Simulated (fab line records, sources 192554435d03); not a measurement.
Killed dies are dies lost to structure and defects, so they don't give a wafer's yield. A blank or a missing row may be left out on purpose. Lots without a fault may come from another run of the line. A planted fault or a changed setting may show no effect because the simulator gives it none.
Which tool did it? | flow n5_finfet | 24 lots, 72 wafers sampled, at 2 steps of a route of 1938

WHAT THE GAUGES READ, wafer by wafer
N5_BEOL_M9_OCD_MEAS_38.
lot  | measured     | on     | trench_depth_nm (nm)
L075 | day 9 12:15  | ocd-02 | 154.9 152.2 155.3
L074 | day 9 12:25  | ocd-02 | 154.8 153.7 152.9
L076 | day 10 03:25 | ocd-02 | 149.9 153.6 150.3
L077 | day 10 12:01 | ocd-01 | 152.4 151.0 151.4
L078 | day 10 12:11 | ocd-02 | 152.6 153.9 153.3
L079 | day 10 13:56 | ocd-01 | 150.5 150.1 148.4
L080 | day 11 03:05 | ocd-01 | 154.8 152.3 154.1
L081 | day 11 10:42 | ocd-02 | 152.4 153.1 149.0
L083 | day 11 12:43 | ocd-01 | 152.4 151.9 148.1
L082 | day 11 18:13 | ocd-02 | 151.5 146.6 152.4
L084 | day 11 21:17 | ocd-02 | 151.2 150.9 147.3
L086 | day 12 20:07 | ocd-02 | 154.1 151.9 154.8
L085 | day 13 00:53 | ocd-01 | 153.9 155.6 157.1
L087 | day 13 01:26 | ocd-01 | 149.5 149.7 152.7
L089 | day 13 23:43 | ocd-01 | 154.0 150.4 152.7
L088 | day 14 00:10 | ocd-01 | 151.7 149.4 151.9
L090 | day 14 05:34 | ocd-02 | 145.8 151.8 149.2
L091 | day 14 08:53 | ocd-02 | 152.3 149.8 146.9
L093 | day 14 16:44 | ocd-01 | 150.5 153.4 153.3
L092 | day 15 03:07 | ocd-02 | 151.8 148.6 152.6
L094 | day 15 08:58 | ocd-02 | 155.1 155.7 154.6
L095 | day 15 19:31 | ocd-02 | 154.9 155.6 154.8
L096 | day 16 01:59 | ocd-01 | 150.2 148.5 149.4
L097 | day 16 16:56 | ocd-01 | 155.7 156.4 152.3

WHICH TOOL RAN EACH LOT (tool, then ch and the chambers of the sampled wafers, then the start)
lot  | N5_BEOL_M9_STRIP_36
L075 | rie_diel-01 ch 0,2,3, day 9 12:02
L074 | rie_diel-03 ch 1,2,3, day 9 12:12
L076 | rie_diel-01 ch 0,1,2, day 10 03:12
L077 | rie_diel-02 ch 1,2, day 10 11:48
L078 | rie_diel-01 ch 2,3, day 10 11:58
L079 | rie_diel-02 ch 1,2,3, day 10 13:43
L080 | rie_diel-03 ch 1,2,3, day 11 02:52
L081 | rie_diel-03 ch 0,1,3, day 11 10:29
L083 | rie_diel-03 ch 0,3, day 11 12:30
L082 | rie_diel-01 ch 1,3, day 11 17:59
L084 | rie_diel-02 ch 0,1,2, day 11 21:04
L086 | rie_diel-03 ch 1,2, day 12 19:54
L085 | rie_diel-03 ch 0,2,3, day 13 00:41
L087 | rie_diel-01 ch 0,3, day 13 01:14
L089 | rie_diel-01 ch 0,1,3, day 13 23:30
L088 | rie_diel-02 ch 1,3, day 13 23:58
L090 | rie_diel-02 ch 0,1,3, day 14 05:21
L091 | rie_diel-02 ch 0,1,3, day 14 08:41
L093 | rie_diel-01 ch 0,2,3, day 14 16:32
L092 | rie_diel-01 ch 0,2,3, day 15 02:54
L094 | rie_diel-03 ch 0,1, day 15 08:46
L095 | rie_diel-01 ch 2,3, day 15 19:18
L096 | rie_diel-02 ch 1,3, day 16 01:46
L097 | rie_diel-01 ch 2,3, day 16 16:44
- N5_BEOL_M9_STRIP_36: strips in N2/H2.

WHAT THE TOOLS THEMSELVES READ (means of the sampled wafers that have a number; where no wafer has one, the mark that the record gives instead)
N5_BEOL_M9_STRIP_36.
lot  | tool        | drypump_motor_current_A (A) | oes_product_au (a.u.) | rf_vpp_V (V) | showerhead_plenum_p_Torr (Torr) | throttle_valve_pct (%)
L075 | rie_diel-01 | 6.0                         | 0.78                  | 59.5         | 2.56                            | 23.7
L074 | rie_diel-03 | 5.4                         | 0.72                  | 59.9         | 2.52                            | 23.9
L076 | rie_diel-01 | 5.9                         | 0.75                  | 57.9         | 2.48                            | 23.4
L077 | rie_diel-02 | 6.1                         | 0.72                  | 59.8         | 2.48                            | 23.7
L078 | rie_diel-01 | 6.0                         | 0.71                  | 59.4         | 2.53                            | 24.0
L079 | rie_diel-02 | 5.8                         | 0.77                  | 60.9         | 2.52                            | 23.5
L080 | rie_diel-03 | 5.4                         | 0.72                  | 59.3         | 2.51                            | 23.9
L081 | rie_diel-03 | 5.5                         | 0.71                  | 59.4         | 2.52                            | 24.0
L083 | rie_diel-03 | 5.2                         | 0.71                  | 58.4         | 2.55                            | 23.9
L082 | rie_diel-01 | 6.6                         | 0.70                  | 58.5         | 2.55                            | 23.8
L084 | rie_diel-02 | 5.7                         | 0.75                  | 58.9         | 2.46                            | 23.7
L086 | rie_diel-03 | 5.6                         | 0.82                  | 58.1         | 2.47                            | 23.8
L085 | rie_diel-03 | 5.3                         | 0.89                  | 58.6         | 2.56                            | 23.5
L087 | rie_diel-01 | 5.9                         | 0.79                  | 57.5         | 2.58                            | 23.4
L089 | rie_diel-01 | 6.3                         | 0.83                  | 59.0         | 2.63                            | 23.4
L088 | rie_diel-02 | 6.0                         | 0.75                  | 57.9         | 2.55                            | 23.6
L090 | rie_diel-02 | 5.7                         | 0.77                  | 59.6         | 2.54                            | 23.6
L091 | rie_diel-02 | 5.7                         | 0.79                  | 58.9         | 2.54                            | 23.6
L093 | rie_diel-01 | 5.9                         | 0.83                  | 58.9         | 2.55                            | 23.6
L092 | rie_diel-01 | 5.9                         | 0.82                  | 59.6         | 2.55                            | 23.6
L094 | rie_diel-03 | 5.7                         | 0.80                  | 58.2         | 2.48                            | 24.0
L095 | rie_diel-01 | 6.0                         | 0.85                  | 58.1         | 2.51                            | 23.7
L096 | rie_diel-02 | 6.0                         | 0.74                  | 59.4         | 2.55                            | 23.6
L097 | rie_diel-01 | 6.0                         | 0.83                  | 60.8         | 2.51                            | 23.7

THE ANSWER, worked out from the rows above alone
Rule: what is usual is taken from the lots themselves. Put in order of their means at a reading, lots are off if they are a third of the lots or fewer, leave a main group of 4 or more, and stand apart from it by a gap of 3 or more times the standard deviation of the main group's means; of several such gaps the widest counts. A main group whose means are all the same, to the digits that the tables above print for the reading, isn't used. A lot without any number at a reading at which 4 lots or more have one is off too. The other lots that the step has rows for count as sound. The gauges are gone through in route order, then the tools' own readings, and for those a lot's mean is taken as printed above. The first step at which some lot is off is used, and at that step the reading that is off furthest; a lot without a number counts as furthest.
No lot is off at any reading shown: from this, nothing can be told.

WHAT THE SIMULATOR HAD PUT IN
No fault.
